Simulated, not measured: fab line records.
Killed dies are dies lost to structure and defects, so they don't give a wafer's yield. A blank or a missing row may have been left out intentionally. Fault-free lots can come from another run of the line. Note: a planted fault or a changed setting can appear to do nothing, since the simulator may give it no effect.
A lot that was struck, set against a sound lot + flow n5Finfet + 40 steps out of a route of 1938
Sound: the wafers L984.1, L984.2, L984.5. Struck: wafers L101.3, L101.5. (L101.1 of the same lot was not struck and is left out.) The cause comes at the end.
Per side, at each step with rows, come the tool, then ch with its chambers, and then its first start. Under that, the readings that differ: sound wafers + struck wafers + difference of the means + sigmas: that difference in standard deviations of wafers without a fault.
alike: readings with means less than 2 such deviations apart, plus words and numbers identical on both sides. not compared: withheld readings, readings lacking a value on some wafer, bounds such as >300 that could conceal the same value, and numbers that have no deviation in the record and whose values overlap.
A row with sigmas, a row that says differs or no value, or rows on one side alone: a step with any of these is where the two part. Non-overlapping numbers with no deviation appear without sigmas and do not part them. A reading missing from all wafers of one side parts the sides only when that side holds two or more wafers.

first, 1 step without rows for these wafers: N5_GATE_CUT_ETCH_28 (etches underlayer in N2/H2, target depth 13 nm, time 10.4 s).
N5_GATE_CUT_ETCH_36: etches SiARC in CF4, target depth 13 nm, time 21.7 s.
  sound on rieDiel-04 ch 1,2, day 4 15:41; struck on rieDiel-05 ch 1,2, day 9 02:32
  alike: drypumpMotorCurrentA, etchRfOnTimeS, oesProductAu, rfVppV, showerheadPlenumPTorr, throttleValvePct
  not compared: rfHoursCounterH
then, 6 steps without rows for these wafers: N5_GATE_CUT_ETCH_37 (etches SOC in N2/H2, target depth 60 nm, overetch 12 nm, time 90 s); N5_GATE_CUT_STRIP_38 (strips in N2/H2); N5_GATE_CUT_STRIP_39 (strips in N2/H2); N5_GATE_CUT_HM_OPEN_40 (chemistry C4F6/O2, target SiO2, target depth 139 nm, time 85.1 s); N5_GATE_CUT_STRIP_41 (strips in CF4); N5_GATE_CUT_STRIP_42 (strips in O2).
N5_GATE_CUT_ETCH_19: etches SiNx in CH3F/O2, target depth 53.7 nm, time 76.7 s.
  sound on rieDiel-04 ch 1,2, day 4 15:55; struck on rieDiel-05 ch 1,2, day 9 02:46
  alike: CH3F_flow_sccm, drypumpMotorCurrentA, etchRfOnTimeS, oesProductAu, rfVppV, showerheadPlenumPTorr, throttleValvePct
  not compared: rfHoursCounterH
then, 3 steps without rows for these wafers: N5_GATE_CUT_CUT_ETCH_53 (etches W in SF6/Cl2, target depth 79.2 nm); N5_GATE_CUT_CUT_ETCH_54 (etches TiN in Cl2/BCl3, target depth 96.7 nm); N5_GATE_CUT_CUT_ETCH_55 (etches HfO2 in BCl3, target depth 3.2 nm).
N5_GATE_CUT_ETCH_47: etches SiO2 in Cl2/BCl3, target depth 10 nm.
  sound on rieMetal-03 ch 0, day 4 16:20; struck on rieMetal-01 ch 0, day 9 03:02
  alike: bcl3FlowSccm, drypumpMotorCurrentA, oesProductAu, throttleValvePct
  not compared: rfHoursCounterH
then, 6 steps without rows for these wafers: N5_GATE_CUT_VAPOR_ETCH_48 (etches TiN in BCl3/Cl2); N5_GATE_CUT_VAPOR_ETCH_49 (etches TiAlC in BCl3/Cl2); N5_GATE_CUT_VAPOR_ETCH_51 (etches HfO2 in BCl3/Cl2); N5_GATE_CUT_STRIP_21 (strips in N2/H2, time 30 s); N5_GATE_CUT_STRIP_29 (strips in post etch residue remover, time 60 s); N5_GATE_CUT_SRD_52 (time 30 s).
N5_GATE_CUT_ALD_22: deposits SiNx, target thk 16 nm, pulse time 1 s, ald cycles 320.
  sound on aldSin-03 ch 1,2,3, day 4 16:50; struck on aldSin-03 ch 0,3, day 9 03:26
  alike: heaterPowerW, precursorPulseHeightRel
then, 1 step without rows for these wafers: N5_GATE_CUT_CMP_23 (polishes, stops on SiO2, t overpolish 23.4 s, target thk 16 nm).
N5_GATE_CUT_THK_MEAS_24:
  struck on filmMetro-01, day 9 05:13; sound on filmMetro-02, day 4 18:38
  alike: GC_FILL_THK
then, 1 step without rows for these wafers: N5_GATE_CUT_CMP_43 (polishes SiO2).
N5_GATE_CUT_CMP_61: polishes, stops on SiNx, t overpolish 3 s.
  sound on cmp-01 ch 0,1,3, day 4 19:10; struck on cmp-04 ch 0,3, day 9 05:46
  alike: headPressurePsi, motorCurrentA
then, 9 steps without rows for these wafers: N5_MOL_CONTACT_COAG_COAT_103 (time 60 s, resist thk 80 nm); N5_MOL_CONTACT_COAG_COAT_104 (time 60 s, resist thk 12 nm); N5_MOL_CONTACT_COAG_COAT_58 (time 60 s, resist thk 10 nm); N5_MOL_CONTACT_COAG_COAT_02 (resist thk 30 nm); N5_MOL_CONTACT_COAG_EBR_04; N5_MOL_CONTACT_COAG_SOFTBAKE_03 (time 60 s); N5_MOL_CONTACT_COAG_EXPOSE_05 (exposes mask CA, defocus 0 nm); N5_MOL_CONTACT_COAG_PEB_06 (peb time 60 s); N5_MOL_CONTACT_COAG_DEVELOP_07 (develop time 30 s).
N5_MOL_CONTACT_COAG_CD_MEAS_08 targets a cd of 28 nm.
  sound on cdSem-03 ch 0, day 4 19:40; struck on cdSem-01 ch 0, day 9 06:16
  alike: cdNm
N5_MOL_CONTACT_COAG_OVL_MEAS_09:
  sound on overlay-02 ch 0, day 4 19:43; struck on overlay-01 ch 0, day 9 06:17
  alike: CA_OVL
then, 1 step without rows for these wafers: N5_MOL_CONTACT_COAG_DESCUM_13 (chemistry O2, time 7 s).
N5_MOL_CONTACT_COAG_ETCH_59: etches underlayer in N2/H2, target depth 13 nm, time 10.4 s.
  sound on rieDiel-03 ch 0,1,3, day 4 19:50; struck on rieDiel-06 ch 2,3, day 9 06:25
  alike: drypumpMotorCurrentA, etchRfOnTimeS, oesProductAu, rfVppV, showerheadPlenumPTorr, throttleValvePct
  not compared: rfHoursCounterH
then, 2 steps without rows for these wafers: N5_MOL_CONTACT_COAG_ETCH_105 (etches SiARC in CF4, target depth 15.6 nm, time 26 s); N5_MOL_CONTACT_COAG_ETCH_106 (etches SOC in N2/H2, target depth 80 nm, overetch 16 nm, time 120 s).
-- record jumps: 9 days separate the struck wafers' starts on either side; left off in module MOL_CONTACT_COAG, taken up again in module PASSIVATION, whose first shown step is the route's number 1936 --
N5_PASSIVATION_PROBE_49:
  struck on prober-02, day 18 00:23; sound on prober-02, day 14 08:16
| reading          | sound    | struck  | difference | sigmas |
|------------------|----------|---------|------------|--------|
| killedAtFrontEnd | 26 27 14 | 129 130 | +107       | +10    |
| killedDies       | 84 97 69 | 188 180 | +101       | +5     |
| killedOnRim      | 9 13 6   | 26 23   | +15        | +4     |
  alike: killed_at_M0_to_M3, killed_at_M4_up, killedAtContacts, killedAtOther, killedOpen, killedShort

== WHERE THEY PART ==
Only at N5_PASSIVATION_PROBE_49, within this record.

WHY: what had been put in by the simulator
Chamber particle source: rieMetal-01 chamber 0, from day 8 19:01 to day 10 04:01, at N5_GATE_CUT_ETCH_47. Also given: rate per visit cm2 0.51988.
